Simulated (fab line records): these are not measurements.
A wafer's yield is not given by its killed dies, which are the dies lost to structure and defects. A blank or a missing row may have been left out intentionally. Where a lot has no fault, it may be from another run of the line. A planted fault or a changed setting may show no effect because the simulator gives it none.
fab line records	flow n5_finfet	part 2 of 2: steps 25 to 29 of 29
record: lots: 5	wafers: 15	last_day: 18
route steps=1938 shown MOL_CONTACT_COAG@581
lots untouched by any fault: they come from a run of this same line in which no faults occurred
start_h: the number of hours between the record's first day and the start of the first shown wafer of the lot	wait_h: how many hours have passed since the lot's step before this one	" the same as in the row above	L1.1+2: one row covering several wafers at once	- either no value or no given start	* or withheld: withheld	< > ~ a bound
route shown NAME@n: names a module that has steps shown in the file, with the first one's number in the route	usual: average and standard deviation across the fault-free wafers	same: alike in all rows	chamber/n: place in a boat	sites: per-site readings	_std_site: their standard deviation	_edge_site: the outer-site mean with the inner-site mean subtracted	radius_mm: for every site, how far away it sits from the centre of the wafer	mask NAME#n: copy n	behind: tool/chamber where the wafer was last shaped	hold: reason for holding the lot/hours on hold/outcome of the hold	device: transistor that didn't switch, given as n, p or np	end of line: the route-end tests of the same wafers	a step without rows: its recipe alone	killed: at the first sort, the dies lost to defects and structure; wafer yield is something else	map: per-die view of a wafer (x killed, . not killed, _ where there is no die)
set.NAME: setting as actually run; set.NAME@STEP: the setting as run at that earlier step	model.NAME: the simulator's own value behind a step, which no gauge read
certain route steps with their lots: each step a table, each wafer a row
services: from which hour (start_h, from the record's first day; less than 0 if before it) a tool's chamber was out of use, for how many hours, and why
== steps ==
step: N5_MOL_CONTACT_COAG_DESCUM_45
recipe: chemistry: O2	time_s: 7	source_power_w: 50	bias_power_w: 20	pressure_mtorr: 20	rf_frequency_hz: 2.712e+07	temp_c: 40	resist: CAR-EUV	o2_flow_sccm: 225
usual: drypump_motor_current_A: 6.0/0.5	oes_product_au: 0.77/0.089	rf_vpp_V: 243.5/1.5	showerhead_plenum_p_Torr: 2.12/0.081	throttle_valve_pct: 20.35/0.29
lot.wafer	tool	chamber	start_h	wait_h	drypump_motor_current_A	oes_product_au	rf_hours_counter_h	rf_vpp_V	showerhead_plenum_p_Torr	throttle_valve_pct
L076.3	rie_diel-05	3	113.89	0.0	6.2	0.72	212	241.3	2.00	20.44
L076.4	"	3	"	"	6.2	0.73	-	242.0	2.00	20.46
L076.6	"	1	"	"	6.5	0.73	-	243.0	2.07	19.93
L078.2	rie_diel-05	2	123.73	0.0	5.6	0.73	168	245.9	2.17	20.61
L078.3	"	0	"	"	5.6	0.69	224	244.6	2.17	20.74
L078.5	"	1	"	"	6.5	0.73	-	242.0	2.06	19.95
L081.1	rie_diel-02	3	144.19	0.1	6.0	0.95	21	246.1	2.24	20.56
L081.3	"	0	"	"	6.3	0.71	193	245.4	2.16	20.07
L081.4	"	2	"	"	5.7	0.82	74	242.2	2.11	20.34
L083.2	rie_diel-05	3	154.08	0.0	6.2	0.72	225	240.3	2.00	20.47
L083.5	"	0	"	"	5.6	0.68	-	244.9	2.16	20.75
L083.6	"	3	"	"	6.2	0.72	-	242.2	2.00	20.48
L097.1	rie_diel-01	1	240.44	0.0	6.2	0.80	114	243.7	2.20	20.50
L097.2	"	2	"	"	4.9	0.70	213	242.2	1.99	20.51
L097.3	"	3	"	"	5.1	0.82	73	241.9	2.01	19.98
step: N5_MOL_CONTACT_COAG_ETCH_65
recipe: chemistry: N2/H2	target: underlayer	target_depth_a: 130	mask_material: CAR-EUV	time_s: 10.4	ion_energy_ev: 200	pressure_mtorr: 30	source_w: 840	bias_w: 150	n2_flow_sccm: 200	h2_flow_sccm: 200	ends: cleared
usual: drypump_motor_current_A: 6.0/0.51	etch_rf_on_time_s: 10.35/0.26	h2_flow_sccm: 200.1/0.62	oes_product_au: 0.66/0.075	rf_vpp_V: 524.7/2.9	showerhead_plenum_p_Torr: 2.57/0.098	throttle_valve_pct: 17.79/0.22
lot.wafer	tool	chamber	start_h	wait_h	drypump_motor_current_A	etch_rf_on_time_s	h2_flow_sccm	oes_product_au	rf_hours_counter_h	rf_vpp_V	showerhead_plenum_p_Torr	throttle_valve_pct
L076.3	rie_diel-05	3	113.92	0.0	6.2	9.95	201.3	0.63	212	521.4	2.41	17.81
L076.4	"	3	"	"	6.2	9.91	200.5	0.62	-	521.1	2.41	17.80
L076.6	"	1	"	"	6.5	10.60	199.6	0.62	-	524.4	2.54	17.54
L078.2	rie_diel-05	2	123.77	0.0	5.5	10.67	199.3	0.63	168	525.9	2.64	18.10
L078.3	"	0	"	"	5.6	10.40	199.5	0.60	224	524.6	2.60	18.04
L078.5	"	1	"	"	6.5	10.54	200.2	0.62	-	524.0	2.54	17.55
L081.1	rie_diel-02	3	144.22	0.0	6.0	10.26	200.7	0.80	21	529.1	2.70	17.70
L081.3	"	0	"	"	6.2	10.43	200.3	0.61	193	526.6	2.62	17.54
L081.4	"	2	"	"	5.7	10.26	200.1	0.70	74	524.1	2.59	18.01
L083.2	rie_diel-05	3	154.11	0.0	6.2	9.91	199.9	0.62	225	520.5	2.40	17.84
L083.5	"	0	"	"	5.6	10.47	199.6	0.58	-	526.8	2.60	18.05
L083.6	"	3	"	"	6.3	9.92	199.9	0.63	-	518.7	2.40	17.81
L097.1	rie_diel-01	1	240.47	0.0	6.1	9.92	200.7	0.69	114	527.5	2.67	17.97
L097.2	"	2	"	"	4.9	10.68	199.8	0.59	213	519.6	2.42	17.99
L097.3	"	3	"	"	5.1	10.25	200.4	0.70	73	521.8	2.48	17.57
step: N5_MOL_CONTACT_COAG_ETCH_66
recipe: chemistry: CF4	target: SiARC	target_depth_a: 130	mask_material: CAR-EUV	time_s: 21.7	ion_energy_ev: 80	pressure_mtorr: 40	source_w: 545	bias_w: 36	Ar_flow_sccm: 100	cf4_flow_sccm: 100	ends: cleared
usual: drypump_motor_current_A: 6.0/0.51	etch_rf_on_time_s: 21.6/0.56	oes_product_au: 0.66/0.076	rf_vpp_V: 184.3/1.3	showerhead_plenum_p_Torr: 2.17/0.081	throttle_valve_pct: 15.56/0.22
lot.wafer	tool	chamber	start_h	wait_h	drypump_motor_current_A	etch_rf_on_time_s	oes_product_au	rf_hours_counter_h	rf_vpp_V	showerhead_plenum_p_Torr	throttle_valve_pct
L076.3	rie_diel-05	3	113.94	0.0	6.2	20.9	0.62	212	183.7	2.04	15.58
L076.4	"	3	"	"	6.2	20.9	0.63	-	183.6	2.04	15.58
L076.6	"	1	"	"	6.5	22.1	0.61	-	183.3	2.12	15.25
L078.2	rie_diel-05	2	123.79	0.0	5.6	22.4	0.62	168	183.5	2.22	15.78
L078.3	"	0	"	"	5.6	21.8	0.59	224	184.9	2.21	15.94
L078.5	"	1	"	"	6.5	22.0	0.61	-	183.5	2.12	15.25
L081.1	rie_diel-02	3	144.24	0.0	6.0	21.4	0.80	21	186.0	2.29	15.63
L081.3	"	0	"	"	6.3	22.1	0.61	193	185.7	2.22	15.39
L081.4	"	2	"	"	5.6	21.7	0.71	74	184.3	2.16	15.50
L083.2	rie_diel-05	3	154.13	0.0	6.2	20.7	0.63	225	182.0	2.04	15.62
L083.5	"	0	"	"	5.6	22.1	0.58	-	184.9	2.21	15.98
L083.6	"	3	"	"	6.2	20.6	0.62	-	182.6	2.04	15.63
L097.1	rie_diel-01	1	240.49	0.0	6.1	20.9	0.69	114	185.7	2.24	15.59
L097.2	"	2	"	"	4.9	22.1	0.60	213	182.5	2.04	15.66
L097.3	"	3	"	"	5.1	21.6	0.71	73	183.4	2.10	15.42
step: N5_MOL_CONTACT_COAG_ALD_133
recipe: material: SiO2	target_thk_a: 50	temp_c: 100	ald_precursor_family: BDEAS	ald_co_reactant: O2-plasma	pulse_time_s: 1	co_reactant_pulse_time_s: 1	purge_time_s: 2	co_reactant_purge_time_s: 2	ald_cycles: 35	pressure_torr: 2
usual: heater_power_outer_w: 41/4.6	heater_power_w: 77/7	precursor_pulse_height_rel: 1.001/0.021
same: co_reactant_purge_time_s: 2
lot.wafer	tool	chamber	start_h	wait_h	heater_power_outer_w	heater_power_w	precursor_pulse_height_rel
L076.3	ald_sin-02	2	114.02	0.1	40	72	0.963
L076.4	"	0	"	"	36	67	1.001
L076.6	"	2	"	"	39	73	0.994
L078.2	ald_sin-02	0	123.87	0.1	36	69	1.032
L078.3	"	3	"	"	41	74	0.988
L078.5	"	0	"	"	36	67	1.021
L081.1	ald_sin-03	1	144.78	0.5	43	85	1.003
L081.3	"	0	"	"	42	78	1.009
L081.4	"	3	"	"	37	76	0.993
L083.2	ald_sin-02	0	154.21	0.1	36	68	1.013
L083.5	"	3	"	"	40	75	0.989
L083.6	"	2	"	"	40	71	1.037
L097.1	ald_sin-04	0	241.64	1.1	33	73	0.978
L097.2	"	2	"	"	48	85	0.990
L097.3	"	3	"	"	51	99	1.000
step: N5_MOL_CONTACT_COAG_ETCHBACK_134
recipe: chemistry: CHF3	target: SiO2	target_depth_a: 100	time_s: 6.7	ion_energy_ev: 200	pressure_mtorr: 30	source_w: 610	bias_w: 170	Ar_flow_sccm: 200	CHF3_flow_sccm: 50
usual: drypump_motor_current_A: 5.9/0.64	oes_product_au: 0.77/0.072	rf_vpp_V: 525/9.4	showerhead_plenum_p_Torr: 2.40/0.089	throttle_valve_pct: 18.69/0.2
lot.wafer	tool	chamber	start_h	wait_h	drypump_motor_current_A	oes_product_au	rf_hours_counter_h	rf_vpp_V	showerhead_plenum_p_Torr	throttle_valve_pct
L076.3	rie_diel-01	3	114.34	0.2	5.1	0.89	31	516	2.35	18.49
L076.4	"	1	"	"	6.1	0.86	69	534	2.52	18.68
L076.6	"	1	"	"	6.2	0.85	-	532	2.52	18.67
L078.2	rie_diel-05	3	124.05	0.1	6.2	0.73	216	508	2.27	18.68
L078.3	"	2	"	"	5.6	0.73	169	520	2.48	18.97
L078.5	"	2	"	"	5.6	0.72	-	519	2.48	18.97
L081.1	rie_diel-01	1	144.96	0.1	6.2	0.84	81	534	2.51	18.70
L081.3	"	3	"	"	5.1	0.87	42	515	2.35	18.51
L081.4	"	0	"	"	6.8	0.74	155	534	2.39	18.84
L083.2	rie_diel-05	3	154.40	0.1	6.2	0.73	225	508	2.26	18.69
L083.5	"	3	"	"	6.2	0.72	-	507	2.26	18.71
L083.6	"	2	"	"	5.5	0.71	-	518	2.48	18.99
L097.1	rie_diel-02	0	241.82	0.1	6.2	0.70	225	534	2.45	18.47
L097.2	"	2	"	"	5.7	0.79	107	530	2.38	18.66
L097.3	"	3	"	"	6.0	0.88	53	515	2.53	18.81
== services ==
tool	chamber	start_h	hours	kind
rie_diel-02	1	90.78	3.3	repair
euv_scanner-02	-	94.88	1.0	pm
euv_scanner-01	-	99.23	1.6	repair
plasma_asher-02	-	104.20	2.8	pm
rie_diel-05	2	107.24	8.5	repair
euv_scanner-02	-	119.46	5.8	pm
ald_sin-02	-	122.50	0.9	repair
euv_scanner-01	-	125.24	1.0	pm
euv_scanner-02	-	129.12	1.9	repair
wet_bench-06	-	149.51	4.0	repair
euv_scanner-02	-	151.03	1.0	pm
rie_diel-01	3	165.61	6.2	repair
euv_scanner-01	-	178.11	1.0	pm
ald_sin-03	-	178.89	14.0	pm
euv_scanner-01	-	192.09	5.8	pm
wet_bench-06	-	194.02	2.5	repair
ald_sin-03	-	197.04	1.2	repair
rie_diel-01	1	200.33	1.6	repair
euv_scanner-02	-	206.50	4.6	pm
ald_sin-03	-	212.50	1.6	repair
euv_scanner-01	-	216.23	10.8	repair
ald_sin-03	-	231.84	14.6	pm
euv_scanner-01	-	234.26	1.0	pm
ald_sin-04	2	235.80	1.5	repair
